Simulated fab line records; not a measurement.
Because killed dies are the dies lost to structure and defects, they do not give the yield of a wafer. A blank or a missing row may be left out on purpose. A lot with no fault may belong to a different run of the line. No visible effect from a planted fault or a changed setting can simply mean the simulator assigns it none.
Chamber matching | flow nand_harc | NHARC_P_GATE_DESCUM_61 on rie_diel-01: 4 sister chambers
The step chemistry O2, time 3 s. 4 wafers are shown with their chamber, then 7 later ones without.

## WAFERS PAIRED WITH THEIR CHAMBERS
wafer  | chamber | drypump_motor_current_A (A)
L082.5 | 3       | 4.8
L086.2 | 2       | 5.9
L088.3 | 0       | 4.8
L088.5 | 1       | 5.2

## WAFERS WITHOUT THEIR CHAMBER
wafer  | drypump_motor_current_A (A)
L088.6 | 5.9
L091.1 | 5.9
L091.2 | 4.8
L091.3 | 4.8
L093.4 | 5.1
L093.5 | 5.1
L093.6 | 5.9

## WHICH CHAMBER EACH WENT THROUGH
wafer  | from the rows above     | in truth
L088.6 | 2                       | 2
L091.1 | 2                       | 2
L091.2 | can't be placed: 0 or 3 | 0
L091.3 | can't be placed: 0 or 3 | 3
L093.4 | 1                       | 1
L093.5 | 1                       | 1
L093.6 | 2                       | 2
Correctly placed: 5 of 7. From these rows, 2 cannot be placed; in 2 the true chamber is one of the candidates. Wrongly placed: 0.
How it was worked out, from the rows above alone: a wafer's distance from a chamber is the root of the sum, over the readings, of the square of ((its reading less the chamber's mean) divided by the reading's scatter). If the next closest chamber is less than 2 further off than the closest, the wafer can't be placed; otherwise it belongs to the closest. The mean given for a chamber averages the wafers shown for that chamber. The scatter: with one shown wafer a chamber, the root of the mean of the squares of how far each hidden wafer lies from its nearest shown one.
